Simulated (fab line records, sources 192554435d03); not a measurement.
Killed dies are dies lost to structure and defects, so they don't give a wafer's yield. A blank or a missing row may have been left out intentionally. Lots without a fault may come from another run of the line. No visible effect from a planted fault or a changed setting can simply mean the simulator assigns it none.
The tool behind it: which one? | flow n5_finfet | 33 wafers from 11 lots sampled at 2 of the route's 1938 steps

## WHAT THE GAUGES SHOWED, per wafer
N5_MIM_TOP_LITHO_INSPECT_12: inspects for defects (macro). Usual: raw_defect_count at 2.2, with a standard deviation of 1.6.
lot  | measured     | on                | raw_defect_count | flag
L314 | day 12 05:32 | defect_inspect-02 | 3 3 3            |
L315 | day 12 15:49 | defect_inspect-02 | 2 1 1            |
L319 | day 13 08:01 | defect_inspect-01 | 1 0 1            |
L324 | day 15 05:17 | defect_inspect-02 | 3 1 1            |
L327 | day 17 01:39 | defect_inspect-01 | 2 2 2            |
L329 | day 17 06:17 | defect_inspect-01 | 1 6 4            |
L330 | day 18 03:07 | defect_inspect-01 | 0 0 2            |
L331 | day 18 12:41 | defect_inspect-01 | 3 2 2            |
L333 | day 18 18:04 | defect_inspect-01 | 0 6 3            |
L334 | day 19 17:43 | defect_inspect-01 | 2 0 2            |
L332 | day 19 23:04 | defect_inspect-01 | 3 0 4            |

## EACH LOT AND THE TOOL THAT RAN IT (in order: tool; ch and the chambers of the sampled wafers; start)
lot  | N5_BEOL_M15_DEP_53
L314 | pecvd-03 ch 0,1,2, day 12 01:20
L315 | pecvd-02 ch 0,1, day 12 10:03
L319 | pecvd-02 ch 0,2, day 13 04:49
L324 | pecvd-02 ch 0,2, day 15 01:18
L327 | pecvd-03 ch 1,2, day 16 21:14
L329 | pecvd-04 ch 0,2, day 17 03:05
L330 | pecvd-04 ch 0,2, day 17 23:34
L331 | pecvd-02 ch 0,1,2, day 18 07:35
L333 | pecvd-03 ch 1,2, day 18 12:35
L334 | pecvd-03 ch 0,1, day 19 13:30
L332 | pecvd-02 ch 0,1,2, day 19 17:41
- N5_BEOL_M15_DEP_53: deposits SiCN from 3MS/NH3, target thk 50 nm, time 17.8 s.

## WHAT THE TOOLS THEMSELVES READ (means of the sampled wafers that have a number; where no wafer has one, the mark that the record gives instead)
N5_BEOL_M15_DEP_53. Usual: showerhead_plenum_p_Torr 4.166 Torr, standard deviation 0.027; showerhead_vpp_V 1604 V, standard deviation 63; throttle_valve_pct 18.3 %, standard deviation 1.4.
lot  | tool     | showerhead_plenum_p_Torr (Torr) | showerhead_vpp_V (V) | throttle_valve_pct (%) | flag
L314 | pecvd-03 | 4.195                           | 1574                 | 18.1                   |
L315 | pecvd-02 | 4.163                           | 1635                 | 18.4                   |
L319 | pecvd-02 | 4.147                           | 1563                 | 17.1                   |
L324 | pecvd-02 | 4.145                           | 1563                 | 17.1                   |
L327 | pecvd-03 | 4.191                           | 1557                 | 18.1                   |
L329 | pecvd-04 | 4.168                           | 1619                 | 19.0                   |
L330 | pecvd-04 | 4.159                           | 1639                 | 18.9                   |
L331 | pecvd-02 | 4.154                           | 1598                 | 17.7                   |
L333 | pecvd-03 | 4.173                           | 1588                 | 17.1                   |
L334 | pecvd-03 | 4.208                           | 1524                 | 19.2                   |
L332 | pecvd-02 | 4.159                           | 1600                 | 17.7                   |

## THE ANSWER, worked out from the rows above alone
Rule: take the mean of a lot's wafers that have a number; if it is more than 3 standard deviations from the usual mean, the lot is off. Also off: a lot with no number at a reading for which 4 or more lots have one. Any other lot the step has rows for is counted as sound. After the gauges, taken in route order, come the tools' own readings; for these a lot's mean is taken, as printed above. The first step at which some lot is off is used, and at that step the reading that is off furthest; a lot without a number counts as furthest.
No lot is off at any reading shown: from this, nothing can be told.

## WHAT HAD BEEN PUT IN BY THE SIMULATOR
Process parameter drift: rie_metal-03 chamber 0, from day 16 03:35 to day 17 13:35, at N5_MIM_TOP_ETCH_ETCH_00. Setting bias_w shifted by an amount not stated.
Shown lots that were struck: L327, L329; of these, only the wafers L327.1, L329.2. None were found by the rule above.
